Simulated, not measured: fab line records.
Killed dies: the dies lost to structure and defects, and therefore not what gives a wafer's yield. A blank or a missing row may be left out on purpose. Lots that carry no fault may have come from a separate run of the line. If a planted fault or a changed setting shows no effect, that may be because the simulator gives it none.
Which tool is to blame? || flow nandHarc || route of 1159 steps, sampled at 1 step: 22 lots, 66 wafers

== WHAT THE GAUGES SHOWED, per wafer ==
NHARC_P_CONTACT_CD_MEAS_19.
{"lot": "L074", "measured": "day 5 14:50", "on": "cdSem-03", "cdNm (nm)": "93.2 90.3 89.0"}
{"lot": "L075", "measured": "day 5 20:26", "on": "cdSem-03", "cdNm (nm)": "91.4 87.5 91.7"}
{"lot": "L076", "measured": "day 5 21:37", "on": "cdSem-03", "cdNm (nm)": "91.6 90.6 87.6"}
{"lot": "L077", "measured": "day 6 08:30", "on": "cdSem-01", "cdNm (nm)": "90.5 90.3 91.5"}
{"lot": "L079", "measured": "day 6 21:50", "on": "cdSem-02", "cdNm (nm)": "86.9 90.5 86.2"}
{"lot": "L080", "measured": "day 7 05:58", "on": "cdSem-02", "cdNm (nm)": "90.4 93.0 91.5"}
{"lot": "L081", "measured": "day 7 12:41", "on": "cdSem-03", "cdNm (nm)": "89.6 94.6 93.6"}
{"lot": "L082", "measured": "day 7 13:37", "on": "cdSem-03", "cdNm (nm)": "91.0 89.3 92.4"}
{"lot": "L083", "measured": "day 8 03:02", "on": "cdSem-01", "cdNm (nm)": "89.4 90.3 91.7"}
{"lot": "L084", "measured": "day 8 03:33", "on": "cdSem-01", "cdNm (nm)": "90.4 89.6 87.1"}
{"lot": "L087", "measured": "day 8 18:29", "on": "cdSem-02", "cdNm (nm)": "90.5 90.1 90.0"}
{"lot": "L086", "measured": "day 8 18:53", "on": "cdSem-02", "cdNm (nm)": "90.8 89.7 92.7"}
{"lot": "L088", "measured": "day 9 02:07", "on": "cdSem-01", "cdNm (nm)": "89.1 95.4 91.5"}
{"lot": "L089", "measured": "day 9 11:55", "on": "cdSem-02", "cdNm (nm)": "87.6 89.2 86.0"}
{"lot": "L090", "measured": "day 9 19:13", "on": "cdSem-03", "cdNm (nm)": "93.6 86.5 89.4"}
{"lot": "L091", "measured": "day 9 19:20", "on": "cdSem-02", "cdNm (nm)": "95.4 89.2 90.0"}
{"lot": "L092", "measured": "day 10 05:35", "on": "cdSem-03", "cdNm (nm)": "88.2 85.4 89.2"}
{"lot": "L093", "measured": "day 10 09:31", "on": "cdSem-01", "cdNm (nm)": "89.8 91.5 89.3"}
{"lot": "L094", "measured": "day 10 09:55", "on": "cdSem-02", "cdNm (nm)": "96.4 91.8 94.2"}
{"lot": "L096", "measured": "day 10 21:27", "on": "cdSem-03", "cdNm (nm)": "84.7 92.2 90.0"}
{"lot": "L095", "measured": "day 10 22:13", "on": "cdSem-02", "cdNm (nm)": "92.8 89.9 96.0"}
{"lot": "L097", "measured": "day 11 03:45", "on": "cdSem-03", "cdNm (nm)": "89.4 94.5 90.5"}

== WHAT TOOL EACH LOT RAN ON (gives the tool, then ch and the chambers of the sampled wafers, and finally the start) ==
No process step before these readings appears in the record.

== AS READ BY THE TOOLS THEMSELVES (means over the sampled wafers that have a number; for cases with no such wafer, the mark the record gives instead) ==
The record holds no such reading with a usual standard deviation.

== THE ANSWER, worked out from the rows above alone ==
Rule: what is usual is taken from the lots themselves. Put in order of their means at a reading, lots are off if they are a third of the lots or fewer, leave a main group of 4 or more, and stand apart from it by a gap of 3 or more times the standard deviation of the main group's means; of several such gaps the widest counts. Not used: any main group whose means are identical at the precision the tables above print for the reading. Also off: a lot with no number at a reading for which 4 or more lots have one. All remaining lots with rows at the step are treated as sound. The gauges are gone through in route order, then the tools' own readings, and for those a lot's mean is taken as printed above. At the first step where some lot is off, the reading lying furthest off is the one used; lots without a number count as furthest.
No lot is off on any of the readings shown, so nothing can be concluded from this.

== WHAT THE SIMULATOR HAD PUT IN ==
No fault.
